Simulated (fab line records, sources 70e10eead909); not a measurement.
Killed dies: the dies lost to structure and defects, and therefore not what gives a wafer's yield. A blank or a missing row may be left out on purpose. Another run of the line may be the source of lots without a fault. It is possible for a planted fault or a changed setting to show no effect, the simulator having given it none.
Struck lot and sound lot, side by side | flow nandHarc | 38 out of 1159 route steps
Sound: these wafers, L932.1, L932.2, L932.3. Wafers L939.3, L939.5, L939.6 were the ones struck. At the end, the cause is stated.
Each step with rows lists, per side, the tool, then ch with its chambers, then its first start. Under that, the readings that differ: sound wafers | struck wafers | difference of the means | sigmas: that difference in standard deviations of wafers without a fault.
alike: a reading whose means differ by less than 2 such deviations, as well as words and numbers matching on both sides. not compared: withheld readings; readings where some wafer has no value; bounds like >300 that might hide an equal value; numbers whose values overlap and for which the record gives no deviation.
The two part at a step that has a row with sigmas, a row that says differs or no value, or rows on one side only. Numbers that have no deviation but don't overlap get no sigmas and don't part them. A reading that every wafer of one side lacks parts them only if that side has two wafers or more.

first, 8 steps without rows for these wafers: NHARC_A_STAIRCASE_HMDS_303 (time 30 s); NHARC_A_STAIRCASE_COAT_304; NHARC_A_STAIRCASE_SOFTBAKE_305 (time 170 s); NHARC_A_STAIRCASE_EBR_306; NHARC_A_STAIRCASE_EXPOSE_307 (exposes mask CHOP 50); NHARC_A_STAIRCASE_PEB_308 (peb time 130 s); NHARC_A_STAIRCASE_DEVELOP_309 (time 140 s); NHARC_A_STAIRCASE_HARDBAKE_311 (time 140 s).
NHARC_A_STAIRCASE_DESCUM_312: chemistry O2, time 3 s.
  sound on rieDiel-10 ch 0,2,3, day 11 17:58; struck on rieDiel-10 ch 0,1,2, day 13 00:07
  alike: drypumpMotorCurrentA, oesProductAu, rfVppV, showerheadPlenumPTorr, throttleValvePct
  not compared: rfHoursCounterH
then, 2 steps without rows for these wafers: NHARC_A_STAIRCASE_ETCH_313 (etches the open film in CF4/CHF3); NHARC_A_STAIRCASE_HM_OPEN_463 (chemistry O2/COS).
NHARC_A_STAIRCASE_STRIP_464: strips in O2/COS.
  sound on rieDiel-10 ch 0,1,3, day 11 18:36; struck on rieDiel-10 ch 2,3, day 13 01:23
then, 1 step without rows for these wafers: NHARC_A_STAIRCASE_ETCH_453 (etches the open film in CF4/O2, target depth 30 nm, overetch 3 nm, time 16.5 s).
NHARC_A_STAIRCASE_ETCH_315: etches the open film in C4F8/O2/Ar, target depth 2500 nm, time 607.1 s.
  sound on rieDiel-10 ch 0,1,3; struck on rieDiel-10 ch 1,2
  alike: oesProductAu, rfVppV
  not compared: rfHoursCounterH
then, 6 steps without rows for these wafers: NHARC_A_STAIRCASE_STRIP_316 (strips in O2); NHARC_A_STAIRCASE_STRIP_317 (strips in SPM, time 900 s); NHARC_A_STAIRCASE_PRECLEAN_318 (cleans in SC1); NHARC_A_STAIRCASE_SRD_329; NHARC_A_STAIRCASE_ALD_415 (deposits SiO2, target thk 30 nm, pulse time 6 s, ald cycles 300); NHARC_A_STAIRCASE_ETCHBACK_416 (etches the open film in C4F8/O2/Ar, target depth 36 nm, time 7.2 s).
NHARC_A_STAIRCASE_STRIP_476: strips in O2, time 20 s.
  sound on rieDiel-02 ch 0,1,2, day 11 22:58; struck on rieDiel-02 ch 0,2,3, day 13 05:01
  alike: drypumpMotorCurrentA, oesProductAu, rfVppV, showerheadPlenumPTorr, throttleValvePct
  not compared: rfHoursCounterH
then, 8 steps without rows for these wafers: NHARC_A_STAIRCASE_DEP_417 (deposits Si3N4, target thk 60 nm); NHARC_A_STAIRCASE_WET_418 (chemistry H3PO4, target depth 20 nm); NHARC_A_STAIRCASE_PRECLEAN_419 (cleans in SC1); NHARC_A_STAIRCASE_SRD_421; NHARC_A_STAIRCASE_ALD_420 (deposits SiO2, target thk 20 nm, pulse time 6 s, ald cycles 200); NHARC_A_STAIRCASE_CVD_552 (deposits SiNx, target thk 40 nm); NHARC_A_STAIRCASE_DEP_151 (deposits SiO2, target thk 3800 nm); NHARC_A_STAIRCASE_ANNEAL_320 (time 1800 s).
NHARC_A_STAIRCASE_DEP_322: deposits SiO2, target thk 3800 nm.
  sound on pecvd-01 ch 0,1,2, day 12 18:28; struck on pecvd-03 ch 0,2, day 13 22:13
  alike: heaterPowerW
then, 1 step without rows for these wafers: NHARC_A_STAIRCASE_ANNEAL_323 (time 1800 s).
NHARC_A_STAIRCASE_DEP_325: deposits SiO2, target thk 3800 nm.
  sound on pecvd-04 ch 0,1,2, day 13 01:31; struck on pecvd-03 ch 0,1, day 14 05:24
  alike: heaterPowerW
then, 5 steps without rows for these wafers: NHARC_A_STAIRCASE_ANNEAL_326 (time 1800 s); NHARC_A_STAIRCASE_DEHYDRATE_433 (time 120 s); NHARC_A_STAIRCASE_HMDS_434 (time 30 s); NHARC_A_STAIRCASE_COAT_435; NHARC_A_STAIRCASE_SOFTBAKE_436 (time 170 s).
-- break in the record here, with 7 days between the starts of the struck wafers on either side (left off in module A_STAIRCASE, picked up again in module END, where the first step shown is number 1159 on the route) --
NHARC_END_SORT_01:
  sound on prober-01 ch 0, day 20 01:09; struck on prober-02 ch 0, day 21 08:17
reading       | sound    | struck   | difference | sigmas
killedAtArray | 25 13 17 | 64 57 72 | +46        | +5
killedDies    | 30 15 20 | 65 65 80 | +48        | +5
  alike: killedAtOther, killedAtPeriphery, killedOpen, killedShort

== WHERE THEY PART ==
At NHARC_END_SORT_01 and nowhere else, as far as this record goes.

WHY: what the simulator had put in
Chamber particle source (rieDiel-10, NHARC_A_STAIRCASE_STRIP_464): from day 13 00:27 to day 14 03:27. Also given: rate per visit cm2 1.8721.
